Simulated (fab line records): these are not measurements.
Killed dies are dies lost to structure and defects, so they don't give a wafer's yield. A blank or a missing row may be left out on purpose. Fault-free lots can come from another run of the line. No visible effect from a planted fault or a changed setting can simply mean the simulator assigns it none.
fab line records || flow nand_harc
record {"lots": 6, "wafers": 18, "last_day": 26}
route steps=1302 shown A_ONON_D1@430
lots that met no fault: from a run of the same line without faults
start_h: hours from the record's first day to the start of the lot's first wafer shown || wait_h: hours from the lot's prior step to this one || " same as the row above || L1.1+2: one row covering several wafers at once || - no value, or no start given || * or withheld: withheld || < > ~ a bound
route shown NAME@n: NAME is a module with steps in the file, n the number in the route of the first one || usual: mean/standard deviation of fault-free wafers || same: alike in all rows || chamber/n: place in a boat || sites: the reading at each site || _std_site: standard deviation across them || _edge_site: the outer-site mean with the inner-site mean subtracted || radius_mm: how far each site lies from the wafer's centre || mask NAME#n: copy n || behind: tool/chamber where the wafer was last shaped || hold: why the lot went on hold/how many hours it stayed there/how the hold came to an end || device: names the non-switching transistor (n, p or np) || end of line: tests of these same wafers at the route's end || step lacking rows: just its recipe || killed: count of dies lost to structure and defects at first sort (not the wafer's yield) || map: a wafer's dies, x killed, . not, _ none there
set.NAME: the setting that was run; set.NAME@STEP: the one run at that earlier step || model.NAME: the simulator's own value behind a step, which no gauge read
certain route steps with their lots: each step a table, each wafer a row
services: from which hour (start_h, from the record's first day; less than 0 if before it) a tool's chamber was out of use, for how many hours, and why
## steps
# step NHARC_A_ONON_D1_DEP_09
# recipe {"target_thk_a": 10000, "n2_flow_sccm": 2750, "n2o_flow_sccm": 2000, "nh3_flow_sccm": 500, "sih4_flow_sccm": 210, "temp_c": 400}
# step NHARC_A_ONON_D1_THK_MEAS_11
# recipe {"thk_meas_gauge": "ellipsometry"}
# usual {"thk_nm": "999/11"}
{"lot.wafer": "L542.2", "tool": "film_metro-02", "chamber": "-", "start_h": 161.33, "wait_h": "-", "thk_nm": 999}
{"lot.wafer": "L542.4", "tool": "film_metro-02", "chamber": "-", "start_h": 161.33, "wait_h": "-", "thk_nm": 1000}
{"lot.wafer": "L542.6", "tool": "film_metro-02", "chamber": "-", "start_h": 161.33, "wait_h": "-", "thk_nm": 1000}
{"lot.wafer": "L546.2", "tool": "film_metro-02", "chamber": "-", "start_h": 201.53, "wait_h": "-", "thk_nm": 1000}
{"lot.wafer": "L546.4", "tool": "film_metro-02", "chamber": "-", "start_h": 201.53, "wait_h": "-", "thk_nm": 999}
{"lot.wafer": "L546.5", "tool": "film_metro-02", "chamber": "-", "start_h": 201.53, "wait_h": "-", "thk_nm": 1001}
{"lot.wafer": "L548.4", "tool": "film_metro-01", "chamber": "-", "start_h": 221.52, "wait_h": "-", "thk_nm": 997}
{"lot.wafer": "L548.5", "tool": "film_metro-01", "chamber": "-", "start_h": 221.52, "wait_h": "-", "thk_nm": 998}
{"lot.wafer": "L548.6", "tool": "film_metro-01", "chamber": "-", "start_h": 221.52, "wait_h": "-", "thk_nm": 999}
{"lot.wafer": "L549.1", "tool": "film_metro-01", "chamber": "-", "start_h": 238.19, "wait_h": "-", "thk_nm": 1016}
{"lot.wafer": "L549.3", "tool": "film_metro-01", "chamber": "-", "start_h": 238.19, "wait_h": "-", "thk_nm": 1016}
{"lot.wafer": "L549.6", "tool": "film_metro-01", "chamber": "-", "start_h": 238.19, "wait_h": "-", "thk_nm": 1018}
{"lot.wafer": "L561.1", "tool": "film_metro-02", "chamber": "-", "start_h": 351.74, "wait_h": "-", "thk_nm": 976}
{"lot.wafer": "L561.2", "tool": "film_metro-02", "chamber": "-", "start_h": 351.74, "wait_h": "-", "thk_nm": 979}
{"lot.wafer": "L561.5", "tool": "film_metro-02", "chamber": "-", "start_h": 351.74, "wait_h": "-", "thk_nm": 976}
{"lot.wafer": "L563.1", "tool": "film_metro-01", "chamber": "-", "start_h": 376.43, "wait_h": "-", "thk_nm": 984}
{"lot.wafer": "L563.3", "tool": "film_metro-01", "chamber": "-", "start_h": 376.43, "wait_h": "-", "thk_nm": 985}
{"lot.wafer": "L563.6", "tool": "film_metro-01", "chamber": "-", "start_h": 376.43, "wait_h": "-", "thk_nm": 984}
# step NHARC_A_ONON_D1_DEP_12
# recipe {"target_thk_a": 10000, "n2_flow_sccm": 2750, "n2o_flow_sccm": 2000, "nh3_flow_sccm": 500, "sih4_flow_sccm": 210, "temp_c": 400}
# step NHARC_A_ONON_D1_THK_MEAS_14
# recipe {"thk_meas_gauge": "ellipsometry"}
# usual {"thk_nm": "1003/9.6"}
{"lot.wafer": "L542.2", "tool": "film_metro-02", "chamber": "-", "start_h": 161.89, "wait_h": "-", "thk_nm": 1000}
{"lot.wafer": "L542.4", "tool": "film_metro-02", "chamber": "-", "start_h": 161.89, "wait_h": "-", "thk_nm": 999}
{"lot.wafer": "L542.6", "tool": "film_metro-02", "chamber": "-", "start_h": 161.89, "wait_h": "-", "thk_nm": 998}
{"lot.wafer": "L546.2", "tool": "film_metro-02", "chamber": "-", "start_h": 202.10, "wait_h": "-", "thk_nm": 1005}
{"lot.wafer": "L546.4", "tool": "film_metro-02", "chamber": "-", "start_h": 202.10, "wait_h": "-", "thk_nm": 1007}
{"lot.wafer": "L546.5", "tool": "film_metro-02", "chamber": "-", "start_h": 202.10, "wait_h": "-", "thk_nm": 1005}
{"lot.wafer": "L548.4", "tool": "film_metro-02", "chamber": "-", "start_h": 222.08, "wait_h": "-", "thk_nm": 998}
{"lot.wafer": "L548.5", "tool": "film_metro-02", "chamber": "-", "start_h": 222.08, "wait_h": "-", "thk_nm": 1001}
{"lot.wafer": "L548.6", "tool": "film_metro-02", "chamber": "-", "start_h": 222.08, "wait_h": "-", "thk_nm": 1000}
{"lot.wafer": "L549.1", "tool": "film_metro-02", "chamber": "-", "start_h": 238.75, "wait_h": "-", "thk_nm": 1002}
{"lot.wafer": "L549.3", "tool": "film_metro-02", "chamber": "-", "start_h": 238.75, "wait_h": "-", "thk_nm": 1000}
{"lot.wafer": "L549.6", "tool": "film_metro-02", "chamber": "-", "start_h": 238.75, "wait_h": "-", "thk_nm": 999}
{"lot.wafer": "L561.1", "tool": "film_metro-01", "chamber": "-", "start_h": 352.30, "wait_h": "-", "thk_nm": 1004}
{"lot.wafer": "L561.2", "tool": "film_metro-01", "chamber": "-", "start_h": 352.30, "wait_h": "-", "thk_nm": 1004}
{"lot.wafer": "L561.5", "tool": "film_metro-01", "chamber": "-", "start_h": 352.30, "wait_h": "-", "thk_nm": 1004}
{"lot.wafer": "L563.1", "tool": "film_metro-01", "chamber": "-", "start_h": 377.00, "wait_h": "-", "thk_nm": 1003}
{"lot.wafer": "L563.3", "tool": "film_metro-01", "chamber": "-", "start_h": 377.00, "wait_h": "-", "thk_nm": 1003}
{"lot.wafer": "L563.6", "tool": "film_metro-01", "chamber": "-", "start_h": 377.00, "wait_h": "-", "thk_nm": 1003}
# step NHARC_A_ONON_D1_ANNEAL_15
# recipe {"temp_c": 750, "time_s": 3600}
# step NHARC_A_ONON_D1_DEP_16
# recipe {"target_thk_a": 10000, "n2_flow_sccm": 2750, "n2o_flow_sccm": 2000, "nh3_flow_sccm": 500, "sih4_flow_sccm": 210, "temp_c": 400}
# step NHARC_A_ONON_D1_THK_MEAS_18
# recipe {"thk_meas_gauge": "ellipsometry"}
# usual {"thk_nm": "996/14"}
{"lot.wafer": "L542.2", "tool": "film_metro-01", "chamber": "-", "start_h": 169.66, "wait_h": "-", "thk_nm": 997}
{"lot.wafer": "L542.4", "tool": "film_metro-01", "chamber": "-", "start_h": 169.66, "wait_h": "-", "thk_nm": 1000}
{"lot.wafer": "L542.6", "tool": "film_metro-01", "chamber": "-", "start_h": 169.66, "wait_h": "-", "thk_nm": 998}
{"lot.wafer": "L546.2", "tool": "film_metro-01", "chamber": "-", "start_h": 210.96, "wait_h": "-", "thk_nm": 985}
{"lot.wafer": "L546.4", "tool": "film_metro-01", "chamber": "-", "start_h": 210.96, "wait_h": "-", "thk_nm": 984}
{"lot.wafer": "L546.5", "tool": "film_metro-01", "chamber": "-", "start_h": 210.96, "wait_h": "-", "thk_nm": 984}
{"lot.wafer": "L548.4", "tool": "film_metro-02", "chamber": "-", "start_h": 229.67, "wait_h": "-", "thk_nm": 993}
{"lot.wafer": "L548.5", "tool": "film_metro-02", "chamber": "-", "start_h": 229.67, "wait_h": "-", "thk_nm": 994}
{"lot.wafer": "L548.6", "tool": "film_metro-02", "chamber": "-", "start_h": 229.67, "wait_h": "-", "thk_nm": 994}
{"lot.wafer": "L549.1", "tool": "film_metro-01", "chamber": "-", "start_h": 246.34, "wait_h": "-", "thk_nm": 983}
{"lot.wafer": "L549.3", "tool": "film_metro-01", "chamber": "-", "start_h": 246.34, "wait_h": "-", "thk_nm": 978}
{"lot.wafer": "L549.6", "tool": "film_metro-01", "chamber": "-", "start_h": 246.34, "wait_h": "-", "thk_nm": 981}
{"lot.wafer": "L561.1", "tool": "film_metro-02", "chamber": "-", "start_h": 363.44, "wait_h": "-", "thk_nm": 993}
{"lot.wafer": "L561.2", "tool": "film_metro-02", "chamber": "-", "start_h": 363.44, "wait_h": "-", "thk_nm": 994}
{"lot.wafer": "L561.5", "tool": "film_metro-02", "chamber": "-", "start_h": 363.44, "wait_h": "-", "thk_nm": 993}
{"lot.wafer": "L563.1", "tool": "film_metro-01", "chamber": "-", "start_h": 384.91, "wait_h": "-", "thk_nm": 989}
{"lot.wafer": "L563.3", "tool": "film_metro-01", "chamber": "-", "start_h": 384.91, "wait_h": "-", "thk_nm": 989}
{"lot.wafer": "L563.6", "tool": "film_metro-01", "chamber": "-", "start_h": 384.91, "wait_h": "-", "thk_nm": 989}
# step NHARC_A_ONON_D1_DEP_19
# recipe {"target_thk_a": 10000, "n2_flow_sccm": 2750, "n2o_flow_sccm": 2000, "nh3_flow_sccm": 500, "sih4_flow_sccm": 210, "temp_c": 400}
# step NHARC_A_ONON_D1_THK_MEAS_21
# recipe {"thk_meas_gauge": "ellipsometry"}
# usual {"thk_nm": "1000/12"}
{"lot.wafer": "L542.2", "tool": "film_metro-01", "chamber": "-", "start_h": 170.24, "wait_h": "-", "thk_nm": 1013}
{"lot.wafer": "L542.4", "tool": "film_metro-01", "chamber": "-", "start_h": 170.24, "wait_h": "-", "thk_nm": 1015}
{"lot.wafer": "L542.6", "tool": "film_metro-01", "chamber": "-", "start_h": 170.24, "wait_h": "-", "thk_nm": 1014}
{"lot.wafer": "L546.2", "tool": "film_metro-01", "chamber": "-", "start_h": 211.52, "wait_h": "-", "thk_nm": 978}
{"lot.wafer": "L546.4", "tool": "film_metro-01", "chamber": "-", "start_h": 211.52, "wait_h": "-", "thk_nm": 981}
{"lot.wafer": "L546.5", "tool": "film_metro-01", "chamber": "-", "start_h": 211.52, "wait_h": "-", "thk_nm": 979}
{"lot.wafer": "L548.4", "tool": "film_metro-02", "chamber": "-", "start_h": 230.23, "wait_h": "-", "thk_nm": 1001}
{"lot.wafer": "L548.5", "tool": "film_metro-02", "chamber": "-", "start_h": 230.23, "wait_h": "-", "thk_nm": 1001}
{"lot.wafer": "L548.6", "tool": "film_metro-02", "chamber": "-", "start_h": 230.23, "wait_h": "-", "thk_nm": 1002}
{"lot.wafer": "L549.1", "tool": "film_metro-01", "chamber": "-", "start_h": 246.90, "wait_h": "-", "thk_nm": 1001}
{"lot.wafer": "L549.3", "tool": "film_metro-01", "chamber": "-", "start_h": 246.90, "wait_h": "-", "thk_nm": 1002}
{"lot.wafer": "L549.6", "tool": "film_metro-01", "chamber": "-", "start_h": 246.90, "wait_h": "-", "thk_nm": 1004}
{"lot.wafer": "L561.1", "tool": "film_metro-01", "chamber": "-", "start_h": 364.01, "wait_h": "-", "thk_nm": 1008}
{"lot.wafer": "L561.2", "tool": "film_metro-01", "chamber": "-", "start_h": 364.01, "wait_h": "-", "thk_nm": 1010}
{"lot.wafer": "L561.5", "tool": "film_metro-01", "chamber": "-", "start_h": 364.01, "wait_h": "-", "thk_nm": 1010}
{"lot.wafer": "L563.1", "tool": "film_metro-01", "chamber": "-", "start_h": 385.48, "wait_h": "-", "thk_nm": 1003}
{"lot.wafer": "L563.3", "tool": "film_metro-01", "chamber": "-", "start_h": 385.48, "wait_h": "-", "thk_nm": 1003}
{"lot.wafer": "L563.6", "tool": "film_metro-01", "chamber": "-", "start_h": 385.48, "wait_h": "-", "thk_nm": 1004}
# step NHARC_A_ONON_D1_DEP_22
# recipe {"target_thk_a": 10000, "n2_flow_sccm": 2750, "n2o_flow_sccm": 2000, "nh3_flow_sccm": 500, "sih4_flow_sccm": 210, "temp_c": 400}
# step NHARC_A_ONON_D1_THK_MEAS_24
# recipe {"thk_meas_gauge": "ellipsometry"}
# usual {"thk_nm": "1001/11"}
{"lot.wafer": "L542.2", "tool": "film_metro-02", "chamber": "-", "start_h": 170.80, "wait_h": "-", "thk_nm": 996}
{"lot.wafer": "L542.4", "tool": "film_metro-02", "chamber": "-", "start_h": 170.80, "wait_h": "-", "thk_nm": 997}
{"lot.wafer": "L542.6", "tool": "film_metro-02", "chamber": "-", "start_h": 170.80, "wait_h": "-", "thk_nm": 996}
{"lot.wafer": "L546.2", "tool": "film_metro-01", "chamber": "-", "start_h": 212.10, "wait_h": "-", "thk_nm": 999}
{"lot.wafer": "L546.4", "tool": "film_metro-01", "chamber": "-", "start_h": 212.10, "wait_h": "-", "thk_nm": 1000}
{"lot.wafer": "L546.5", "tool": "film_metro-01", "chamber": "-", "start_h": 212.10, "wait_h": "-", "thk_nm": 998}
{"lot.wafer": "L548.4", "tool": "film_metro-02", "chamber": "-", "start_h": 230.80, "wait_h": "-", "thk_nm": 999}
{"lot.wafer": "L548.5", "tool": "film_metro-02", "chamber": "-", "start_h": 230.80, "wait_h": "-", "thk_nm": 998}
{"lot.wafer": "L548.6", "tool": "film_metro-02", "chamber": "-", "start_h": 230.80, "wait_h": "-", "thk_nm": 999}
{"lot.wafer": "L549.1", "tool": "film_metro-02", "chamber": "-", "start_h": 247.47, "wait_h": "-", "thk_nm": 1000}
{"lot.wafer": "L549.3", "tool": "film_metro-02", "chamber": "-", "start_h": 247.47, "wait_h": "-", "thk_nm": 999}
{"lot.wafer": "L549.6", "tool": "film_metro-02", "chamber": "-", "start_h": 247.47, "wait_h": "-", "thk_nm": 1000}
{"lot.wafer": "L561.1", "tool": "film_metro-02", "chamber": "-", "start_h": 364.57, "wait_h": "-", "thk_nm": 989}
{"lot.wafer": "L561.2", "tool": "film_metro-02", "chamber": "-", "start_h": 364.57, "wait_h": "-", "thk_nm": 989}
{"lot.wafer": "L561.5", "tool": "film_metro-02", "chamber": "-", "start_h": 364.57, "wait_h": "-", "thk_nm": 988}
{"lot.wafer": "L563.1", "tool": "film_metro-01", "chamber": "-", "start_h": 386.04, "wait_h": "-", "thk_nm": 983}
{"lot.wafer": "L563.3", "tool": "film_metro-01", "chamber": "-", "start_h": 386.04, "wait_h": "-", "thk_nm": 981}
{"lot.wafer": "L563.6", "tool": "film_metro-01", "chamber": "-", "start_h": 386.04, "wait_h": "-", "thk_nm": 982}
# step NHARC_A_ONON_D1_DEP_25
# recipe {"target_thk_a": 10000, "n2_flow_sccm": 2750, "n2o_flow_sccm": 2000, "nh3_flow_sccm": 500, "sih4_flow_sccm": 210, "temp_c": 400}
{"lot.wafer": "L542.2+4+6", "tool": "pecvd_onon-02", "chamber": 0, "start_h": 170.92, "wait_h": 0.1}
{"lot.wafer": "L546.2+4+5", "tool": "pecvd_onon-02", "chamber": 0, "start_h": 212.21, "wait_h": 0.1}
{"lot.wafer": "L548.4+5+6", "tool": "pecvd_onon-04", "chamber": 0, "start_h": 231.03, "wait_h": 0.2}
{"lot.wafer": "L549.1+3+6", "tool": "pecvd_onon-02", "chamber": 0, "start_h": 247.53, "wait_h": 0.1}
{"lot.wafer": "L561.1+2+5", "tool": "pecvd_onon-02", "chamber": 0, "start_h": 364.62, "wait_h": 0.1}
{"lot.wafer": "L563.1+3+6", "tool": "pecvd_onon-02", "chamber": 0, "start_h": 386.09, "wait_h": 0.1}
# step NHARC_A_ONON_D1_THK_MEAS_27
# recipe {"thk_meas_gauge": "ellipsometry"}
# usual {"thk_nm": "1002/10"}
{"lot.wafer": "L542.2", "tool": "film_metro-01", "chamber": "-", "start_h": 171.38, "wait_h": "-", "thk_nm": 1025}
{"lot.wafer": "L542.4", "tool": "film_metro-01", "chamber": "-", "start_h": 171.38, "wait_h": "-", "thk_nm": 1023}
{"lot.wafer": "L542.6", "tool": "film_metro-01", "chamber": "-", "start_h": 171.38, "wait_h": "-", "thk_nm": 1024}
{"lot.wafer": "L546.2", "tool": "film_metro-01", "chamber": "-", "start_h": 212.67, "wait_h": "-", "thk_nm": 1010}
{"lot.wafer": "L546.4", "tool": "film_metro-01", "chamber": "-", "start_h": 212.67, "wait_h": "-", "thk_nm": 1012}
{"lot.wafer": "L546.5", "tool": "film_metro-01", "chamber": "-", "start_h": 212.67, "wait_h": "-", "thk_nm": 1013}
{"lot.wafer": "L548.4", "tool": "film_metro-01", "chamber": "-", "start_h": 231.37, "wait_h": "-", "thk_nm": 997}
{"lot.wafer": "L548.5", "tool": "film_metro-01", "chamber": "-", "start_h": 231.37, "wait_h": "-", "thk_nm": 998}
{"lot.wafer": "L548.6", "tool": "film_metro-01", "chamber": "-", "start_h": 231.37, "wait_h": "-", "thk_nm": 998}
{"lot.wafer": "L549.1", "tool": "film_metro-02", "chamber": "-", "start_h": 248.03, "wait_h": "-", "thk_nm": 990}
{"lot.wafer": "L549.3", "tool": "film_metro-02", "chamber": "-", "start_h": 248.03, "wait_h": "-", "thk_nm": 989}
{"lot.wafer": "L549.6", "tool": "film_metro-02", "chamber": "-", "start_h": 248.03, "wait_h": "-", "thk_nm": 989}
{"lot.wafer": "L561.1", "tool": "film_metro-02", "chamber": "-", "start_h": 365.13, "wait_h": "-", "thk_nm": 955}
{"lot.wafer": "L561.2", "tool": "film_metro-02", "chamber": "-", "start_h": 365.13, "wait_h": "-", "thk_nm": 957}
{"lot.wafer": "L561.5", "tool": "film_metro-02", "chamber": "-", "start_h": 365.13, "wait_h": "-", "thk_nm": 956}
{"lot.wafer": "L563.1", "tool": "film_metro-01", "chamber": "-", "start_h": 386.60, "wait_h": "-", "thk_nm": 948}
{"lot.wafer": "L563.3", "tool": "film_metro-01", "chamber": "-", "start_h": 386.60, "wait_h": "-", "thk_nm": 950}
{"lot.wafer": "L563.6", "tool": "film_metro-01", "chamber": "-", "start_h": 386.60, "wait_h": "-", "thk_nm": 947}
# step NHARC_A_ONON_D1_DEP_28
# recipe {"target_thk_a": 10000, "n2_flow_sccm": 2750, "n2o_flow_sccm": 2000, "nh3_flow_sccm": 500, "sih4_flow_sccm": 210, "temp_c": 400}
## services
{"tool": "pecvd_onon-02", "chamber": "-", "start_h": 185.18, "hours": 13.0, "kind": "pm"}
{"tool": "pecvd_onon-04", "chamber": "-", "start_h": 211.70, "hours": 2.9, "kind": "repair"}
{"tool": "pecvd_onon-04", "chamber": "-", "start_h": 311.28, "hours": 13.0, "kind": "pm"}
{"tool": "pecvd_onon-02", "chamber": "-", "start_h": 366.18, "hours": 13.0, "kind": "pm"}
## key
first_sign {"step": "NHARC_A_ONON_D1_THK_MEAS_27", "reading": "thk_nm", "direction": "down", "sigmas": 5, "usual": 1002, "struck": 952}
effect none on later readings
met_at NHARC_A_ONON_D1_DEP_25
struck_wafers L561.1,L561.2,L561.5,L563.1,L563.3,L563.6
later_rows_left_out L561.1,L561.2,L561.5,L563.1,L563.3,L563.6
sort_left_out L561.1,L561.2,L561.5,L563.1,L563.3,L563.6
tester_left_out L561,L563
onset_between 247.53 364.62
also_fits time
fault {"kind": "process_parameter_drift", "tool": "pecvd_onon-02", "chamber": "-", "onset_h": 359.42, "steps": "NHARC_A_ONON_D1_DEP_25", "channel": "target_thk_a", "offset": "*", "shape": "step", "end_h": 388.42, "acts_in": "*", "stated": "*"}
# tester_left_out: of these lots the tester's yield and bins aren't shown, on N5 and GAA mostly nor the transistor test; their killed dies are dies lost to structure and defects alone, not to doping, threshold or leakage, so they don't give the yield
# sort_left_out: the simulated sort isn't trusted on such a fault, so these wafers' sort isn't shown, and their yield isn't known
# later_rows_left_out: the simulator's readings of these wafers behind a module that went badly wrong aren't trusted and aren't shown, but for the sort
